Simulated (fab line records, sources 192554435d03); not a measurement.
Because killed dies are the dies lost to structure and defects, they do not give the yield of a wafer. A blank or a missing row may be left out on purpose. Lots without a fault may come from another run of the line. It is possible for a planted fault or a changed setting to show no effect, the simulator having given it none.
fab line records	flow n5_finfet
record lots=7	wafers=21	last_day=17
route steps=1938 shown BEOL_M7@1293
lots that met no fault: taken from a fault-free run of the same line
start_h: start of the lot's first displayed wafer, in hours after the record's first day	wait_h: hours since the lot's step before	" the same as in the row above	L1.1+2: a single row standing in for several wafers	- no value, or no start given	* or withheld: withheld	< > ~ a bound
route shown NAME@n: NAME is a module with steps in the file, n the number in the route of the first one	usual: mean/standard deviation taken from wafers without a fault	same: alike in all rows	chamber/n: place in a boat	sites: per-site readings	_std_site: the standard deviation of these	_edge_site: outer sites' mean less inner sites'	radius_mm: how far each site lies from the wafer's centre	mask NAME#n: copy n	behind: the most recent tool/chamber to have shaped the wafer	hold: what put the lot on hold/how long, in hours/how the hold closed	device: transistor that didn't switch, given as n, p or np	end of line: tests of these same wafers at the route's end	a step without rows: its recipe alone	killed: not the wafer's yield, but the dies lost to structure and defects at the first sort	map: per-die view of a wafer (x killed, . not killed, _ where there is no die)
set.NAME: the run value of the setting; set.NAME@STEP: its run value at that earlier step	model.NAME: the simulator's own value behind a step, which no gauge read
lots at selected steps of the route; one table per step, one row per wafer
services: a tool's chamber out of use, with start hour (start_h, from the record's first day; less than 0 if before it), hours out, and reason
## steps
# step N5_BEOL_M7_EXPOSE_25
# recipe mask_id=V6	na=0.33	source_shape=annular	sigma_inner=0.4	sigma_outer=0.8	polarization=unpolarized	target_cd_nm=40	dose_mj=42.5
# step N5_BEOL_M7_PEB_26
# recipe peb_temp_c=100	peb_time_s=60	resist=CAR-EUV
# step N5_BEOL_M7_DEVELOP_27
# recipe develop_time_s=30	developer=TMAH	resist=CAR-EUV	rinse_liquid=surfactant_rinse	dry=air_spin	dev_temp_c=23
# step N5_BEOL_M7_CD_MEAS_28
# recipe target_cd_nm=40	landing_energy_ev=500	detector=se_inlens
# usual cd_nm=39.97/0.27
lot.wafer	tool	chamber	start_h	wait_h	cd_nm
L252.1	cd_sem-03	0	203.30	-	39.77
L252.5	"	0	"	"	40.21
L252.6	"	0	"	"	40.29
L256.1	cd_sem-01	0	225.05	-	40.33
L256.2	"	0	"	"	40.32
L256.6	"	0	"	"	40.37
L257.1	cd_sem-02	0	230.95	-	40.01
L257.4	"	0	"	"	40.25
L257.6	"	0	"	"	39.79
L258.1	cd_sem-02	0	241.59	-	40.08
L258.2	"	0	"	"	39.64
L258.6	"	0	"	"	39.99
L262.2	cd_sem-02	0	258.31	-	39.54
L262.4	"	0	"	"	39.82
L262.6	"	0	"	"	40.17
L266.1	cd_sem-03	0	290.16	-	40.10
L266.4	"	0	"	"	39.69
L266.6	"	0	"	"	39.77
L270.2	cd_sem-01	0	311.37	-	40.23
L270.3	"	0	"	"	40.56
L270.4	"	0	"	"	39.97
# step N5_BEOL_M7_OVL_MEAS_29
# recipe points_per_wafer=522
# usual V6_OVL=0.0/0.71
lot.wafer	tool	chamber	start_h	wait_h	V6_OVL[nm]
L252.1	overlay-01	0	203.33	0.0	0.1
L252.5	"	0	"	"	-0.4
L252.6	"	0	"	"	0.4
L256.1	overlay-01	0	225.08	0.0	-0.3
L256.2	"	0	"	"	0.3
L256.6	"	0	"	"	-0.4
L257.1	overlay-02	0	230.98	0.0	0.0
L257.4	"	0	"	"	0.2
L257.6	"	0	"	"	-0.3
L258.1	overlay-01	0	241.62	0.0	1.3
L258.2	"	0	"	"	1.9
L258.6	"	0	"	"	0.7
L262.2	overlay-01	0	258.35	0.0	0.2
L262.4	"	0	"	"	-0.5
L262.6	"	0	"	"	-0.9
L266.1	overlay-01	0	290.19	0.0	-0.8
L266.4	"	0	"	"	-1.8
L266.6	"	0	"	"	-1.1
L270.2	overlay-02	0	311.41	0.0	0.7
L270.3	"	0	"	"	0.4
L270.4	"	0	"	"	0.7
# step N5_BEOL_M7_INSPECT_30
# recipe mode=adi	inspect_instrument=brightfield
# usual raw_defect_count=391/84
lot.wafer	tool	chamber	start_h	wait_h	raw_defect_count
L252.1	defect_inspect-02	-	203.39	0.1	252
L252.5	"	-	"	"	478
L252.6	"	-	"	"	364
L256.1	defect_inspect-02	-	225.14	0.1	341
L256.2	"	-	"	"	497
L256.6	"	-	"	"	590
L257.1	defect_inspect-02	-	231.04	0.1	396
L257.4	"	-	"	"	426
L257.6	"	-	"	"	404
L258.1	defect_inspect-02	-	241.68	0.1	433
L258.2	"	-	"	"	408
L258.6	"	-	"	"	349
L262.2	defect_inspect-02	-	258.40	0.0	433
L262.4	"	-	"	"	320
L262.6	"	-	"	"	371
L266.1	defect_inspect-02	-	290.25	0.1	382
L266.4	"	-	"	"	440
L266.6	"	-	"	"	311
L270.2	defect_inspect-02	-	311.46	0.0	496
L270.3	"	-	"	"	499
L270.4	"	-	"	"	606
# step N5_BEOL_M7_DESCUM_33
# recipe chemistry=O2	time_s=7	source_power_w=50	bias_power_w=20	pressure_mtorr=20	rf_frequency_hz=2.712e+07	temp_c=40	resist=CAR-EUV	o2_flow_sccm=225
# usual drypump_motor_current_A=5.7/0.58	oes_product_au=0.80/0.085	rf_vpp_V=243.2/1.2	showerhead_plenum_p_Torr=2.09/0.069	throttle_valve_pct=20.33/0.3
# same time_s=7
lot.wafer	tool	chamber	start_h	wait_h	drypump_motor_current_A	oes_product_au	rf_hours_counter_h	rf_vpp_V	showerhead_plenum_p_Torr	throttle_valve_pct
L252.1	rie_diel-04	1	203.88	0.5	6.5	0.80	112	243.6	2.10	20.46
L252.5	"	2	"	"	5.7	0.88	-	244.0	2.16	20.63
L252.6	"	1	"	"	6.5	0.79	-	242.9	2.10	20.46
L256.1	rie_diel-03	2	225.50	0.4	5.5	0.68	237	241.3	1.99	20.82
L256.2	"	3	"	"	6.3	0.71	216	244.1	2.17	20.45
L256.6	"	0	"	"	5.0	0.83	-	246.1	2.12	20.01
L257.1	rie_diel-03	3	231.20	0.2	6.2	0.71	218	243.6	2.17	20.46
L257.4	"	1	"	"	5.3	0.74	185	244.1	2.06	20.15
L257.6	"	1	"	"	5.3	0.74	-	243.7	2.06	20.17
L258.1	rie_diel-03	3	241.71	0.0	6.2	0.70	221	244.4	2.17	20.46
L258.2	"	0	"	"	5.0	0.83	85	244.9	2.12	20.05
L258.6	"	0	"	"	5.0	0.84	-	242.1	2.12	20.04
L262.2	rie_diel-01	1	258.44	0.0	5.2	0.69	232	243.4	2.06	20.80
L262.4	"	3	"	"	6.4	0.84	81	241.5	2.03	20.30
L262.6	"	2	"	"	6.1	0.91	-	242.4	2.02	19.85
L266.1	rie_diel-01	3	290.28	0.0	6.4	0.84	89	243.1	2.03	20.31
L266.4	"	0	"	"	4.7	0.84	77	244.1	2.10	20.22
L266.6	"	3	"	"	6.4	0.84	-	242.0	2.03	20.32
L270.2	rie_diel-03	2	311.73	0.3	5.5	0.94	12	245.8	2.25	20.33
L270.3	"	0	"	"	5.0	0.81	111	243.2	2.11	20.06
L270.4	"	3	"	"	6.3	0.70	-	243.9	2.16	20.50
# step N5_BEOL_M7_ETCH_72
# recipe chemistry=N2/H2	target=underlayer	target_depth_a=65	mask_material=CAR-EUV	time_s=5.2	ion_energy_ev=200	pressure_mtorr=30	source_w=840	bias_w=150	n2_flow_sccm=200	h2_flow_sccm=200	ends=cleared
# usual drypump_motor_current_A=5.7/0.58	etch_rf_on_time_s=5.20/0.13	oes_product_au=0.68/0.071	rf_fwd_power_W=819.7/2.6	rf_vpp_V=523.8/2.5	showerhead_plenum_p_Torr=2.54/0.074	throttle_valve_pct=17.75/0.24
lot.wafer	tool	chamber	start_h	wait_h	drypump_motor_current_A	etch_rf_on_time_s	oes_product_au	rf_fwd_power_W	rf_hours_counter_h	rf_vpp_V	showerhead_plenum_p_Torr	throttle_valve_pct
L252.1	rie_diel-04	1	203.91	0.0	6.5	5.24	0.66	819.5	112	524.8	2.55	17.83
L252.5	"	2	"	"	5.7	5.33	0.73	822.1	-	524.5	2.61	18.07
L252.6	"	1	"	"	6.5	5.26	0.66	817.7	-	524.5	2.55	17.83
L256.1	rie_diel-03	2	225.53	0.0	5.5	5.40	0.58	824.7	237	520.7	2.40	18.04
L256.2	"	3	"	"	6.2	5.38	0.61	820.0	216	525.7	2.61	17.74
L256.6	"	0	"	"	5.0	5.12	0.72	821.1	-	525.1	2.57	17.38
L257.1	rie_diel-03	3	231.24	0.0	6.3	5.29	0.60	820.7	218	524.8	2.61	17.73
L257.4	"	1	"	"	5.3	4.94	0.64	823.1	185	523.2	2.53	17.76
L257.6	"	1	"	"	5.3	4.96	0.65	823.5	-	522.6	2.53	17.75
L258.1	rie_diel-03	3	241.75	0.0	6.3	5.39	0.60	821.2	221	524.8	2.61	17.76
L258.2	"	0	"	"	5.0	5.20	0.70	820.2	85	523.6	2.57	17.41
L258.6	"	0	"	"	5.0	5.20	0.70	820.4	-	523.9	2.57	17.43
L262.2	rie_diel-01	1	258.47	0.0	5.2	5.19	0.59	826.3	233	524.6	2.51	18.25
L262.4	"	3	"	"	6.4	5.20	0.72	823.2	81	520.1	2.47	17.72
L262.6	"	2	"	"	6.1	4.93	0.79	819.0	-	523.6	2.50	17.57
L266.1	rie_diel-01	3	290.32	0.0	6.4	5.25	0.69	820.1	89	520.8	2.47	17.72
L266.4	"	0	"	"	4.7	5.25	0.71	816.9	77	524.1	2.56	17.63
L266.6	"	3	"	"	6.4	5.27	0.70	821.0	-	521.3	2.47	17.71
L270.2	rie_diel-03	2	311.77	0.0	5.5	5.30	0.79	817.3	12	529.4	2.70	17.52
L270.3	"	0	"	"	5.0	5.24	0.69	818.4	111	523.1	2.56	17.47
L270.4	"	3	"	"	6.2	5.38	0.58	820.6	-	527.7	2.60	17.80
# step N5_BEOL_M7_ETCH_65
# recipe chemistry=CF4	target=SiARC	target_depth_a=156	mask_material=CAR-EUV	time_s=26	ion_energy_ev=80	pressure_mtorr=40	source_w=545	bias_w=36	Ar_flow_sccm=100	cf4_flow_sccm=100	ends=cleared
# usual drypump_motor_current_A=5.7/0.59	etch_rf_on_time_s=26.2/0.72	oes_product_au=0.68/0.072	rf_fwd_power_W=532.4/2.4	rf_vpp_V=184.1/1.1	showerhead_plenum_p_Torr=2.14/0.065	throttle_valve_pct=15.54/0.24
lot.wafer	tool	chamber	start_h	wait_h	drypump_motor_current_A	etch_rf_on_time_s	oes_product_au	rf_fwd_power_W	rf_hours_counter_h	rf_vpp_V	showerhead_plenum_p_Torr	throttle_valve_pct
L252.1	rie_diel-04	1	203.93	0.0	6.5	26.7	0.66	532.1	112	184.6	2.16	15.61
L252.5	"	2	"	"	5.7	26.8	0.72	535.6	-	185.6	2.20	15.67
L252.6	"	1	"	"	6.5	26.4	0.67	531.9	-	183.7	2.16	15.60
L256.1	rie_diel-03	2	225.55	0.0	5.5	27.6	0.57	530.4	237	182.3	2.04	15.89
L256.2	"	3	"	"	6.3	27.3	0.59	535.8	216	185.2	2.22	15.74
L256.6	"	0	"	"	5.0	26.0	0.71	532.3	-	185.3	2.16	15.19
L257.1	rie_diel-03	3	231.26	0.0	6.2	27.0	0.60	535.1	218	185.1	2.22	15.73
L257.4	"	1	"	"	5.3	25.1	0.64	531.4	185	183.0	2.13	15.51
L257.6	"	1	"	"	5.3	25.2	0.64	532.8	-	182.7	2.13	15.51
L258.1	rie_diel-03	3	241.76	0.0	6.2	27.1	0.60	535.9	221	186.8	2.22	15.73
L258.2	"	0	"	"	5.0	25.8	0.71	532.1	85	184.4	2.16	15.21
L258.6	"	0	"	"	5.0	25.9	0.72	530.8	-	183.6	2.16	15.21
L262.2	rie_diel-01	1	258.49	0.0	5.2	26.3	0.59	534.4	233	183.8	2.09	15.94
L262.4	"	3	"	"	6.4	26.5	0.70	531.3	81	181.5	2.09	15.48
L262.6	"	2	"	"	6.1	24.9	0.79	531.6	-	183.4	2.09	15.23
L266.1	rie_diel-01	3	290.34	0.0	6.4	26.6	0.70	532.8	89	184.0	2.09	15.51
L266.4	"	0	"	"	4.8	26.1	0.72	534.5	77	184.3	2.16	15.46
L266.6	"	3	"	"	6.4	26.6	0.70	529.6	-	182.8	2.09	15.48
L270.2	rie_diel-03	2	311.79	0.0	5.5	26.7	0.78	532.8	12	184.9	2.28	15.40
L270.3	"	0	"	"	5.0	26.2	0.69	527.9	111	183.9	2.15	15.27
L270.4	"	3	"	"	6.2	27.2	0.58	538.9	-	186.1	2.20	15.78
# step N5_BEOL_M7_ETCH_66
# recipe chemistry=N2/H2	target=SOC	target_depth_a=800	overetch_a=160	mask_material=SiARC	temp_c=40	time_s=120	ion_energy_ev=200	pressure_mtorr=30	source_w=840	bias_w=150	n2_flow_sccm=200	h2_flow_sccm=200
# usual drypump_motor_current_A=5.7/0.58	oes_product_au=0.61/0.06	rf_fwd_power_W=836.1/3	rf_vpp_V=523.8/2.3	showerhead_plenum_p_Torr=2.54/0.074	throttle_valve_pct=17.71/0.24
# same time_s=120
lot.wafer	tool	chamber	start_h	wait_h	drypump_motor_current_A	oes_product_au	rf_fwd_power_W	rf_hours_counter_h	rf_vpp_V	showerhead_plenum_p_Torr	throttle_valve_pct
L252.1	rie_diel-04	1	203.96	0.0	6.5	0.60	833.8	112	524.9	2.55	17.79
L252.5	"	2	"	"	5.7	0.67	835.5	-	525.3	2.61	18.03
L252.6	"	1	"	"	6.5	0.61	834.3	-	524.5	2.55	17.79
L256.1	rie_diel-03	2	225.58	0.0	5.5	0.53	828.9	237	518.7	2.39	18.00
L256.2	"	3	"	"	6.3	0.55	833.4	216	526.7	2.61	17.70
L256.6	"	0	"	"	5.0	0.64	838.4	-	524.7	2.57	17.38
L257.1	rie_diel-03	3	231.28	0.0	6.2	0.54	833.1	218	526.1	2.61	17.70
L257.4	"	1	"	"	5.3	0.56	832.4	185	523.1	2.53	17.71
L257.6	"	1	"	"	5.3	0.56	828.3	-	522.3	2.53	17.70
L258.1	rie_diel-03	3	241.79	0.0	6.2	0.54	834.1	221	527.1	2.61	17.72
L258.2	"	0	"	"	5.0	0.63	834.3	85	523.9	2.57	17.39
L258.6	"	0	"	"	5.0	0.63	839.3	-	524.9	2.57	17.37
L262.2	rie_diel-01	1	258.52	0.0	5.2	0.54	839.6	233	523.4	2.50	18.21
L262.4	"	3	"	"	6.4	0.65	834.9	81	520.4	2.47	17.70
L262.6	"	2	"	"	6.1	0.68	840.2	-	524.0	2.50	17.50
L266.1	rie_diel-01	3	290.36	0.0	6.4	0.64	834.2	89	520.8	2.47	17.69
L266.4	"	0	"	"	4.8	0.64	837.8	77	523.9	2.56	17.58
L266.6	"	3	"	"	6.4	0.64	836.4	-	521.6	2.47	17.70
L270.2	rie_diel-03	2	311.81	0.0	5.5	0.71	835.8	12	529.3	2.70	17.49
L270.3	"	0	"	"	5.0	0.61	835.6	111	524.3	2.56	17.45
L270.4	"	3	"	"	6.3	0.54	839.8	-	525.8	2.60	17.75
# step N5_BEOL_M7_STRIP_69
# recipe chemistry=N2/H2	temp_c=40	n2_flow_sccm=200	h2_flow_sccm=200	rf_frequency_hz=6e+07
# step N5_BEOL_M7_STRIP_73
# recipe chemistry=N2/H2	temp_c=40	n2_flow_sccm=200	h2_flow_sccm=200	rf_frequency_hz=6e+07
# step N5_BEOL_M7_VIA_ETCH_34
# recipe chemistry=C4F6/O2	target=SiCOH_lowk	target_depth_a=1255	mask_material=SOC	taper_deg=4	time_s=50.5	ion_energy_ev=250	pressure_mtorr=30	source_w=345	bias_w=185	Ar_flow_sccm=300	C4F6_flow_sccm=10	O2_flow_sccm=10
# usual drypump_motor_current_A=5.7/0.58	oes_product_au=0.80/0.085	rf_fwd_power_W=341.9/1.5	rf_vpp_V=673/13	showerhead_plenum_p_Torr=2.85/0.088	throttle_valve_pct=20.83/0.28
# same time_s=50.5
lot.wafer	tool	chamber	start_h	wait_h	drypump_motor_current_A	oes_product_au	rf_fwd_power_W	rf_hours_counter_h	rf_vpp_V	showerhead_plenum_p_Torr	throttle_valve_pct	model.etch.depth_nm	model.SOC_of_BEOL_M7_COAT_63.thk_nm
L252.1	rie_diel-04	1	204.06	0.0	6.5	0.78	342.3	113	683	2.89	21.05	125	54
L252.5	"	2	"	"	5.7	0.87	340.4	-	701	2.94	21.15	125.1	53.8
L252.6	"	1	"	"	6.5	0.78	340.7	-	684	2.89	21.04	124.6	54.2
L256.1	rie_diel-03	2	225.68	0.0	5.5	0.71	424.6	237	611	2.71	21.22	131.1	53.6
L256.2	"	3	"	"	6.2	0.74	426.7	216	615	2.95	21.01	131.7	53.8
L256.6	"	0	"	"	5.0	0.89	424.7	-	604	2.87	20.42	137.6	53.4
L257.1	rie_diel-03	3	231.38	0.0	6.2	0.73	425.7	218	616	2.95	20.99	131.6	53.4
L257.4	"	1	"	"	5.3	0.79	422.2	185	608	2.86	20.89	139.7	53
L257.6	"	1	"	"	5.3	0.78	420.4	-	608	2.86	20.90	139.5	53
L258.1	rie_diel-03	3	241.89	0.0	6.3	0.74	425.9	221	614	2.95	20.99	133.5	53.4
L258.2	"	0	"	"	5.1	0.89	425.7	85	600	2.86	20.43	139.1	53.2
L258.6	"	0	"	"	5.0	0.89	424.8	-	603	2.86	20.42	139.6	53.2
L262.2	rie_diel-01	1	258.62	0.0	5.2	0.70	342.7	233	649	2.78	21.13	125.1	53.8
L262.4	"	3	"	"	6.4	0.85	341.9	81	673	2.79	20.92	126.6	54.2
L262.6	"	2	"	"	6.1	0.92	342.9	-	661	2.76	20.37	130.8	53.8
L266.1	rie_diel-01	3	290.46	0.0	6.4	0.84	342.9	89	674	2.79	20.91	124.8	54.2
L266.4	"	0	"	"	4.8	0.84	342.7	77	655	2.87	20.75	126.1	54.2
L266.6	"	3	"	"	6.4	0.84	342.2	-	674	2.79	20.92	126.1	54.2
L270.2	rie_diel-03	2	311.91	0.0	5.5	0.92	341.4	13	693	3.04	20.78	124.6	54.2
L270.3	"	0	"	"	5.0	0.80	341.5	111	672	2.85	20.45	125	54.2
L270.4	"	3	"	"	6.2	0.68	343.1	-	685	2.94	21.02	122.2	54.2
# step N5_BEOL_M7_STRIP_76
# recipe chemistry=C4F6/O2	resist=SiARC	rf_frequency_hz=6e+07
## services
tool	chamber	start_h	hours	kind
rie_diel-04	0	197.34	-	clean
rie_diel-04	0	197.34	-	consumable_replace:focus_ring
rie_diel-04	0	197.34	18.8	scheduled_down
rie_diel-04	0	197.34	18.8	vent_cycle
rie_diel-04	1	221.30	13.8	repair
rie_diel-01	1	240.27	4.0	repair
rie_diel-03	2	265.86	-	clean
rie_diel-03	2	265.86	-	consumable_replace:focus_ring
rie_diel-03	2	265.86	-	consumable_replace:showerhead
rie_diel-03	2	265.86	14.9	scheduled_down
rie_diel-03	2	265.86	14.9	vent_cycle
rie_diel-04	2	273.35	7.5	repair
## key
first_sign step=N5_BEOL_M7_VIA_ETCH_34	reading=rf_fwd_power_W	direction=up	sigmas=55	usual=*	struck=*
effect step=N5_BEOL_M7_VIA_ETCH_34	reading=rf_vpp_V	direction=down	sigmas=4.9	usual=673	struck=609
model_effect step=N5_BEOL_M7_VIA_ETCH_34	value=etch.depth_nm	without=125.1	struck=135.9
met_at N5_BEOL_M7_VIA_ETCH_34
struck_wafers L256.1,L256.2,L256.6,L257.1,L257.4,L257.6,L258.1,L258.2,L258.6
fault kind=process_parameter_drift	tool=rie_diel-03	chamber=-	onset_h=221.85	steps=N5_BEOL_M7_VIA_ETCH_34	channel=source_w	offset=82.8	shape=step	end_h=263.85	acts_in=these_recipes_only	stated=345
